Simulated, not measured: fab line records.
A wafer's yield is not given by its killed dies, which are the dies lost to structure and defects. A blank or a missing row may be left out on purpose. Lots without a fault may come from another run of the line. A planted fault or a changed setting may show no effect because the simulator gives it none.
fab line records	flow n5_finfet
[record] lots = 8	wafers = 24	last_day = 19
route steps=1938 shown SD_EPI_N@277 SD_EPI_P@316 SD_ACTIVATION@331 BEOL_M4@1111
lots with no fault: from the same line, run without faults
start_h: the number of hours between the record's first day and the start of the first shown wafer of the lot	wait_h: hours from the lot's prior step to this one	" as in the row above	L1.1+2: several wafers, shown together as one row	- value missing, or start not given	* or withheld: withheld	< > ~ a bound
route shown NAME@n: a module of which the file shows steps, and the number in the route of the first	usual: average and standard deviation across the fault-free wafers	same: alike in all rows	chamber/n: place in a boat	sites: the reading at each site	_std_site: how widely they spread, as a standard deviation	_edge_site: mean of outer sites minus mean of inner sites	radius_mm: how far each site lies from the wafer's centre	mask NAME#n: copy n	behind: tool/chamber where the wafer was last shaped	hold: what put the lot on hold/how long, in hours/how the hold closed	device: names the non-switching transistor (n, p or np)	end of line: tests of these same wafers at the route's end	a step given without rows: its recipe and nothing more	killed: not the wafer's yield, but the dies lost to structure and defects at the first sort	map: a wafer's dies, marking killed ones x, the rest . and places with no die _
set.NAME: the setting that was run; set.NAME@STEP: the one run at that earlier step	model.NAME: the simulator's own value behind a step, which no gauge read
the route's steps for a sample of lots (tables are steps, rows are wafers)
services: from which hour (start_h, from the record's first day; less than 0 if before it) a tool's chamber was out of use, for how many hours, and why
[[steps]]
[step N5_SD_EPI_N_ETCHBACK_44]
[recipe] chemistry = CH3F/O2	mode = anisotropic_etchback	target = SiNx	target_depth_a = 145	stop_on = SiO2	over_etch_frac = 0.3	ion_energy_ev = 120	pressure_mtorr = 30	source_w = 395	bias_w = 73	Ar_flow_sccm = 150	CH3F_flow_sccm = 30	O2_flow_sccm = 20
[usual] drypump_motor_current_A = 5.9/0.47	oes_product_au = 0.67/0.063	rf_vpp_V = 298.1/2.9	showerhead_plenum_p_Torr = 2.02/0.051	throttle_valve_pct = 16.45/0.16
lot.wafer	tool	chamber	start_h	wait_h	drypump_motor_current_A	oes_product_au	rf_hours_counter_h	rf_vpp_V	showerhead_plenum_p_Torr	throttle_valve_pct
L286.1	rie_diel-01	3	87.32	0.0	5.2	0.68	92	293.4	2.02	16.56
L286.3	"	2	"	"	5.0	0.61	211	305.3	2.07	16.33
L286.5	"	1	"	"	5.7	0.67	-	296.8	2.01	16.48
L288.2	rie_diel-01	1	97.77	0.0	5.6	0.67	139	295.7	2.01	16.49
L288.3	"	2	"	"	5.0	0.61	214	304.4	2.06	16.33
L288.5	"	0	"	"	6.5	0.78	-	299.3	1.97	16.21
L290.2	rie_diel-05	2	108.77	0.0	6.1	0.63	180	299.5	2.07	16.62
L290.4	"	0	"	"	5.7	0.73	52	301.1	2.12	16.39
L290.5	"	1	"	"	6.6	0.68	-	295.3	2.01	16.19
L294.1	rie_diel-04	0	132.99	0.0	6.2	0.58	239	300.5	2.05	16.52
L294.2	"	2	"	"	5.5	0.62	164	295.0	2.00	16.64
L294.4	"	1	"	"	6.2	0.59	240	297.3	1.97	16.55
L296.2	rie_diel-04	3	145.56	0.0	5.5	0.82	7	299.2	2.05	16.18
L296.3	"	0	"	"	6.2	0.59	245	301.5	2.05	16.55
L296.6	"	2	"	"	5.5	0.62	-	295.9	2.00	16.65
L299.3	rie_diel-04	2	164.22	0.0	5.6	0.62	176	295.7	2.00	16.68
L299.4	"	3	"	"	5.5	0.79	-	299.8	2.05	16.17
L299.5	"	1	"	"	6.3	0.58	-	298.3	1.96	16.58
L301.4	rie_diel-05	2	179.73	0.1	6.0	0.63	-	297.0	2.06	16.67
L301.5	"	0	"	"	5.7	0.70	-	299.8	2.11	16.43
L301.6	"	3	"	"	6.0	0.69	-	296.4	1.94	16.51
L303.1	rie_diel-05	3	186.14	0.0	6.0	0.70	93	295.8	1.94	16.50
L303.2	"	0	"	"	5.7	0.70	76	300.4	2.11	16.45
L303.5	"	1	"	"	6.6	0.66	-	295.3	2.01	16.22
[step N5_SD_EPI_N_ETCH_16]
[recipe] chemistry = CHF3/O2	target = SiO2	target_depth_a = 50	mask_material = SOC	pressure_mtorr = 30	source_w = 650	bias_w = 170	Ar_flow_sccm = 200	CHF3_flow_sccm = 50	O2_flow_sccm = 5	ion_energy_ev = 200
[usual] drypump_motor_current_A = 5.9/0.47	oes_product_au = 0.78/0.077	rf_vpp_V = 525/5.2	showerhead_plenum_p_Torr = 2.44/0.058	throttle_valve_pct = 19.01/0.15
lot.wafer	tool	chamber	start_h	wait_h	drypump_motor_current_A	oes_product_au	rf_hours_counter_h	rf_vpp_V	showerhead_plenum_p_Torr	throttle_valve_pct
L286.1	rie_diel-01	3	87.52	0.1	5.2	0.81	92	516	2.43	19.11
L286.3	"	2	"	"	5.0	0.72	211	536	2.49	18.85
L286.5	"	1	"	"	5.7	0.79	-	522	2.42	19.02
L288.2	rie_diel-01	1	97.97	0.1	5.6	0.79	139	520	2.42	19.05
L288.3	"	2	"	"	5.0	0.71	214	536	2.48	18.84
L288.5	"	0	"	"	6.5	0.91	-	528	2.37	18.79
L290.2	rie_diel-05	2	108.97	0.1	6.0	0.74	180	524	2.49	19.17
L290.4	"	0	"	"	5.7	0.84	52	528	2.55	18.96
L290.5	"	1	"	"	6.6	0.78	-	520	2.42	18.74
L294.1	rie_diel-04	0	133.19	0.1	6.2	0.68	239	532	2.47	19.04
L294.2	"	2	"	"	5.6	0.72	164	521	2.41	19.21
L294.4	"	1	"	"	6.2	0.68	240	525	2.38	19.10
L296.2	rie_diel-04	3	145.76	0.1	5.5	0.96	7	526	2.47	18.75
L296.3	"	0	"	"	6.2	0.67	245	532	2.47	19.04
L296.6	"	2	"	"	5.6	0.72	-	522	2.41	19.21
L299.3	rie_diel-04	2	164.42	0.1	5.5	0.71	176	522	2.41	19.23
L299.4	"	3	"	"	5.5	0.94	-	527	2.47	18.75
L299.5	"	1	"	"	6.2	0.67	-	526	2.37	19.12
L301.4	rie_diel-05	2	179.90	0.0	6.0	0.72	-	525	2.48	19.20
L301.5	"	0	"	"	5.7	0.82	-	529	2.54	19.02
L301.6	"	3	"	"	6.0	0.82	-	521	2.34	19.12
L303.1	rie_diel-05	3	186.34	0.1	6.0	0.82	93	522	2.34	19.11
L303.2	"	0	"	"	5.7	0.81	76	528	2.54	19.00
L303.5	"	1	"	"	6.6	0.79	-	519	2.42	18.77
[step N5_SD_EPI_P_STRIP_40]
[recipe] chemistry = N2/H2	power_w = 1000	temp_c = 250	h2_frac = 0.65	overash_fraction = 0.3	pressure_mtorr = withheld	n2_flow_sccm = 1750	h2_flow_sccm = 3250
[usual] drypump_motor_current_A = 5.75/0.099	heater_power_w = 344/22	oes_product_au = 0.762/0.011
lot.wafer	tool	chamber	start_h	wait_h	drypump_motor_current_A	heater_power_w	oes_product_au	rf_hours_counter_h
L286.1	plasma_asher-01	1	92.43	0.0	5.71	350	0.778	39
L286.3	"	1	"	"	5.74	344	0.772	-
L286.5	"	0	"	"	5.66	371	0.771	-
L288.2	plasma_asher-01	0	104.36	0.0	5.67	363	0.757	40
L288.3	"	1	"	"	5.72	343	0.777	-
L288.5	"	1	"	"	5.72	341	0.751	-
L290.2	plasma_asher-01	1	115.27	0.0	5.71	334	0.769	44
L290.4	"	0	"	"	5.68	374	0.764	-
L290.5	"	0	"	"	5.65	364	0.775	-
L294.1	plasma_asher-01	0	137.88	0.0	5.65	368	0.781	46
L294.2	"	1	"	"	5.75	340	0.765	46
L294.4	"	1	"	"	5.74	341	0.782	-
L296.2	plasma_asher-01	0	150.41	0.0	5.64	369	0.746	49
L296.3	"	0	"	"	5.65	364	0.773	-
L296.6	"	0	"	"	5.67	354	0.763	-
L299.3	plasma_asher-01	0	169.25	0.0	5.68	368	0.730	-
L299.4	"	1	"	"	5.74	346	0.755	-
L299.5	"	1	"	"	5.75	339	0.766	-
L301.4	plasma_asher-02	0	186.79	0.0	5.93	360	0.775	-
L301.5	"	0	"	"	5.93	363	0.740	-
L301.6	"	1	"	"	5.73	309	0.754	-
L303.1	plasma_asher-01	1	199.00	7.3	5.72	354	0.773	61
L303.2	"	0	"	"	5.64	367	0.771	61
L303.5	"	0	"	"	5.68	367	0.764	-
[step N5_SD_ACTIVATION_LSA_01]
[recipe] temp_c = 1080	time_s = 0.0008	ambient = N2
[usual] wafer_temp_C_max = 1086.7/2.5
lot.wafer	tool	chamber	start_h	wait_h	wafer_temp_C_max
L286.1	laser_anneal-01	0	96.39	0.2	1088.8
L286.3	"	0	"	"	1092.6
L286.5	"	0	"	"	1087.1
L288.2	laser_anneal-01	0	107.50	0.2	1089.8
L288.3	"	0	"	"	1090.2
L288.5	"	0	"	"	1086.3
L290.2	laser_anneal-01	0	118.43	0.2	1089.4
L290.4	"	0	"	"	1088.6
L290.5	"	0	"	"	1090.1
L294.1	laser_anneal-01	0	140.99	0.2	1056.4
L294.2	"	0	"	"	1055.9
L294.4	"	0	"	"	1055.8
L296.2	laser_anneal-01	0	153.60	0.2	1053.8
L296.3	"	0	"	"	1054.1
L296.6	"	0	"	"	1056.9
L299.3	laser_anneal-02	0	172.41	0.2	1084.1
L299.4	"	0	"	"	1083.8
L299.5	"	0	"	"	1085.3
L301.4	laser_anneal-02	0	189.99	0.2	1083.8
L301.5	"	0	"	"	1085.0
L301.6	"	0	"	"	1085.2
L303.1	laser_anneal-02	0	202.97	0.2	1086.1
L303.2	"	0	"	"	1084.4
L303.5	"	0	"	"	1084.0
[step N5_SD_ACTIVATION_RS_MEAS_03]
[recipe] thk_meas_gauge = four-point-probe
[usual] RS_SD_N = 21.8/0.31	RS_SD_P = 56.1/0.83
lot.wafer	tool	chamber	start_h	wait_h	RS_SD_N[ohm/sq]	RS_SD_P[ohm/sq]
L286.1	film_metro-02	-	96.59	0.2	21.8	56.6
L286.3	"	-	"	"	22.3	56.7
L286.5	"	-	"	"	22.2	55.8
L288.2	film_metro-02	-	107.69	0.2	22.4	56.2
L288.3	"	-	"	"	22.5	56.8
L288.5	"	-	"	"	22.6	56.8
L290.2	film_metro-02	-	118.62	0.2	21.6	56.5
L290.4	"	-	"	"	21.7	56.2
L290.5	"	-	"	"	22.0	55.6
L294.1	film_metro-02	-	141.21	0.2	25.1	56.3
L294.2	"	-	"	"	25.4	57.0
L294.4	"	-	"	"	25.8	57.1
L296.2	film_metro-01	-	153.81	0.2	24.9	57.4
L296.3	"	-	"	"	24.8	58.5
L296.6	"	-	"	"	25.0	56.8
L299.3	film_metro-02	-	172.59	0.2	21.5	55.0
L299.4	"	-	"	"	22.0	55.8
L299.5	"	-	"	"	21.8	55.7
L301.4	film_metro-01	-	190.16	0.1	21.7	56.3
L301.5	"	-	"	"	21.4	55.7
L301.6	"	-	"	"	21.7	57.0
L303.1	film_metro-02	-	203.17	0.2	21.9	57.2
L303.2	"	-	"	"	21.8	56.8
L303.5	"	-	"	"	21.9	57.5
[step N5_BEOL_M4_RC_MEAS_101]
[usual] DIBL_N = 36.6/1.3	DIBL_P = 36.4/1.4	IOFF_N = 0.167/0.023	IOFF_P = 0.219/0.029	ION_N = 678/8.7	ION_P = 464/6.4	RC_DENSE_N = 19.0/0.39	RC_N = 15.5/0.3	REXT_N = 75.4/1.4	RS_SD_N = 28.3/0.41	SS_N = 71.5/0.53	SS_P = 73.4/0.57	VT_N = 248.5/2.8	VT_P = -249/3.1
lot.wafer	tool	chamber	start_h	wait_h	DIBL_N[mV/V]	DIBL_P[mV/V]	IOFF_N[nA/um]	IOFF_P[nA/um]	ION_N[uA/um]	ION_P[uA/um]	RC_DENSE_N[ohm.um]	RC_N[ohm.um]	REXT_N[ohm.um]	RS_SD_N[ohm/sq]	SS_N[mV/dec]	SS_P[mV/dec]	VT_N[mV]	VT_P[mV]
L286.1	prober-02	0	226.52	0.0	39.2	38.2	0.191	0.240	684	465	18.5	15.2	73.5	28.8	72.3	73.7	248.0	-246
L286.3	"	0	"	"	37.6	36.8	0.175	0.219	681	464	19.0	15.6	73.3	28.6	72.0	72.9	247.0	-248
L286.5	"	0	"	"	38.4	37.3	0.176	0.224	684	466	18.9	15.4	75.1	28.8	72.6	73.1	248.2	-246
L288.2	prober-02	0	254.80	0.2	35.0	34.1	0.133	0.192	666	462	18.9	15.3	79.0	28.8	70.6	72.9	252.4	-249
L288.3	"	0	"	"	37.0	36.9	0.166	0.239	681	471	19.0	15.4	78.7	29.0	71.8	73.5	247.1	-247
L288.5	"	0	"	"	37.8	37.1	0.169	0.238	669	459	19.1	15.4	78.1	28.9	71.9	73.4	250.5	-246
L290.2	prober-01	0	283.34	0.2	34.9	34.7	0.144	0.182	674	460	19.1	15.7	76.6	28.3	71.2	72.9	250.8	-253
L290.4	"	0	"	"	36.6	36.5	0.170	0.208	669	458	19.2	15.8	77.1	27.8	71.6	73.3	247.6	-249
L290.5	"	0	"	"	34.6	34.2	0.131	0.178	665	461	18.8	15.3	77.0	28.0	70.7	72.7	249.1	-251
L294.1	prober-01	0	308.51	0.0	34.6	34.4	0.140	0.195	654	454	22.3	17.9	80.7	32.3	71.7	73.3	250.5	-251
L294.2	"	0	"	"	35.4	36.8	0.156	0.227	668	461	22.2	18.1	80.4	32.5	70.2	73.5	249.6	-247
L294.4	"	0	"	"	36.3	36.4	0.166	0.221	663	459	21.6	17.4	80.5	32.9	71.1	73.3	247.5	-246
L296.2	prober-01	0	317.16	0.2	36.5	35.2	0.148	0.167	668	447	22.0	17.9	81.0	31.3	72.2	73.0	250.7	-255
L296.3	"	0	"	"	36.5	37.2	0.155	0.193	667	460	21.8	17.7	81.6	31.5	71.6	73.3	248.3	-255
L296.6	"	0	"	"	35.1	35.1	0.131	0.169	658	453	22.0	17.9	81.5	31.4	71.5	72.5	252.0	-252
L299.3	prober-01	0	330.29	0.3	36.4	36.8	0.165	0.212	667	458	19.6	15.8	75.7	28.0	71.5	73.0	246.2	-250
L299.4	"	0	"	"	37.5	38.0	0.173	0.237	670	463	18.9	15.5	75.3	28.6	71.5	73.5	247.3	-248
L299.5	"	0	"	"	37.3	37.8	0.172	0.228	668	461	19.4	15.9	76.0	28.2	71.3	73.2	247.1	-251
L303.1	prober-02	0	351.41	0.0	36.2	37.2	0.160	0.197	679	461	18.8	15.4	76.2	28.0	71.8	72.2	248.6	-252
L303.2	"	0	"	"	36.1	36.6	0.153	0.182	676	457	18.8	15.4	75.9	28.3	71.3	72.6	251.2	-250
L303.5	"	0	"	"	35.8	36.3	0.151	0.179	679	460	18.5	15.0	75.7	28.4	70.9	72.6	250.6	-252
L301.4	prober-01	0	351.61	0.5	37.1	39.1	0.171	0.247	674	463	18.7	15.1	75.9	27.8	72.1	73.3	249.8	-248
L301.5	"	0	"	"	37.7	38.4	0.176	0.233	675	465	18.9	15.3	74.5	27.9	72.4	73.7	250.0	-248
L301.6	"	0	"	"	36.9	38.3	0.168	0.222	678	466	19.2	15.5	74.7	28.2	71.7	73.8	252.3	-251
[[services]]
tool	chamber	start_h	hours	kind
rie_diel-04	3	101.78	-	clean
rie_diel-04	3	101.78	-	consumable_replace:focus_ring
rie_diel-04	3	101.78	28.4	scheduled_down
rie_diel-04	3	101.78	28.4	vent_cycle
plasma_asher-01	-	117.89	8.2	repair
rie_diel-04	-	119.54	2.3	repair
rie_diel-05	-	132.88	14.6	pm
laser_anneal-02	-	140.76	4.8	pm
plasma_asher-02	-	146.07	28.1	pm
rie_diel-04	0	160.67	-	clean
rie_diel-04	0	160.67	-	consumable_replace:focus_ring
rie_diel-04	0	160.67	25.2	scheduled_down
rie_diel-04	0	160.67	25.2	vent_cycle
rie_diel-05	1	173.90	8.8	repair
rie_diel-04	1	176.16	8.1	repair
rie_diel-01	0	182.28	1.9	repair
plasma_asher-01	-	183.68	14.6	pm
rie_diel-04	1	185.89	-	clean
rie_diel-04	1	185.89	-	consumable_replace:focus_ring
rie_diel-04	1	185.89	27.9	scheduled_down
rie_diel-04	1	185.89	27.9	vent_cycle
plasma_asher-02	-	187.79	18.5	repair
rie_diel-01	2	190.80	1.6	repair
[[key]]
[first_sign] step = N5_SD_ACTIVATION_LSA_01	reading = wafer_temp_C_max	direction = down	sigmas = 12	usual = *	struck = *
[effect] step = N5_SD_ACTIVATION_RS_MEAS_03	reading = RS_SD_N	direction = up	sigmas = 11	usual = 21.8	struck = 25.2
[effect] step = N5_BEOL_M4_RC_MEAS_101	reading = RS_SD_N	direction = up	sigmas = 9.1	usual = 28.3	struck = 32.0
[effect] step = N5_BEOL_M4_RC_MEAS_101	reading = RC_N	direction = up	sigmas = 7.8	usual = 15.5	struck = 17.8
[effect] step = N5_BEOL_M4_RC_MEAS_101	reading = RC_DENSE_N	direction = up	sigmas = 7.7	usual = 19.0	struck = 22.0
[effect] step = N5_BEOL_M4_RC_MEAS_101	reading = REXT_N	direction = up	sigmas = 3.9	usual = 75.4	struck = 81.0
[effect] step = N5_BEOL_M4_RC_MEAS_101	reading = ION_N	direction = down	sigmas = 1.7	usual = 678	struck = 663
met_at N5_SD_ACTIVATION_LSA_01
struck_lots L294,L296
not_acting_at N5_SD_EPI_N_ETCHBACK_44,N5_SD_EPI_N_ETCH_16,N5_SD_EPI_P_STRIP_40
onset_between 118.43 140.99
[fault] kind = process_parameter_drift	tool = laser_anneal-01	chamber = -	onset_h = 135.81	steps = N5_SD_ACTIVATION_LSA_01	channel = temp_c	offset = *	shape = step	end_h = 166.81	stated = *
